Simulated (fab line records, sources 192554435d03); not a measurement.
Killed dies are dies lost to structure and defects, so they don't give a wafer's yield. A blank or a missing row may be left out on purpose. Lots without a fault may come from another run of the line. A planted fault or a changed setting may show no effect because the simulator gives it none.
Chamber matching | flow n5_finfet | N5_BEOL_M2_DEP_57 on pecvd-01: 3 sister chambers
The step deposits SiCN from 3MS/NH3, target thk 8 nm, time 14 s. 20 wafers are shown with their chamber, then 10 later ones without.

WAFERS WITH THEIR CHAMBER
wafer  | chamber | throttle_valve_pct (%) | showerhead_plenum_p_Torr (Torr)
L076.3 | 2       | 8.3                    | 3.674
L076.4 | 2       | 8.6                    | 3.681
L076.5 | 1       | 9.3                    | 3.652
L083.1 | 2       | 8.5                    | 3.669
L083.3 | 1       | 9.3                    | 3.651
L083.5 | 2       | 8.4                    | 3.678
L086.1 | 0       | 9.6                    | 3.642
L086.2 | 1       | 9.0                    | 3.653
L086.3 | 2       | 8.5                    | 3.676
L086.4 | 1       | 9.3                    | 3.651
L086.5 | 2       | 8.6                    | 3.666
L086.6 | 0       | 9.4                    | 3.643
L087.1 | 0       | 9.6                    | 3.653
L087.2 | 2       | 8.5                    | 3.664
L087.3 | 1       | 9.1                    | 3.673
L087.4 | 0       | 9.2                    | 3.646
L087.5 | 2       | 8.4                    | 3.674
L087.6 | 1       | 9.2                    | 3.670
L092.3 | 2       | 8.7                    | 3.675
L092.4 | 2       | 8.5                    | 3.679

SIGNATURES (means of the wafers above)
reading                  | chamber 0 | chamber 1 | chamber 2 | scatter within a chamber
throttle_valve_pct       | 9.450     | 9.200     | 8.500     | 0.135
showerhead_plenum_p_Torr | 3.64600   | 3.65833   | 3.67360   | 0.00721
Rule: a wafer's distance from a chamber is the root of the sum, over the readings, of the square of ((its reading less the chamber's mean) divided by the reading's scatter). The wafer belongs to the nearest chamber; if the next one is less than 2 further off, it can't be placed. The scatter: the root of (the sum of the squares of (reading less its chamber's mean) over the shown wafers, divided by (wafers less chambers)).

WAFERS WITHOUT THEIR CHAMBER
wafer  | throttle_valve_pct (%) | showerhead_plenum_p_Torr (Torr)
L092.5 | 9.1                    | 3.655
L091.2 | 8.5                    | 3.672
L091.4 | 8.5                    | 3.682
L091.6 | 9.6                    | 3.658
L096.1 | 8.6                    | 3.684
L096.2 | 9.3                    | 3.656
L096.4 | 9.4                    | 3.647
L097.1 | 8.6                    | 3.675
L097.2 | 9.2                    | 3.659
L097.4 | 8.6                    | 3.682

WHICH CHAMBER EACH WENT THROUGH
wafer  | from the rows above     | in truth
L092.5 | 1                       | 1
L091.2 | 2                       | 2
L091.4 | 2                       | 2
L091.6 | can't be placed: 0 or 1 | 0
L096.1 | 2                       | 2
L096.2 | can't be placed: 1 or 0 | 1
L096.4 | can't be placed: 0 or 1 | 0
L097.1 | 2                       | 2
L097.2 | 1                       | 1
L097.4 | 2                       | 2
Placed correctly: 7 of 10. Can't be placed from these rows: 3 (the true chamber is among the candidates in 3). Placed wrongly: 0.
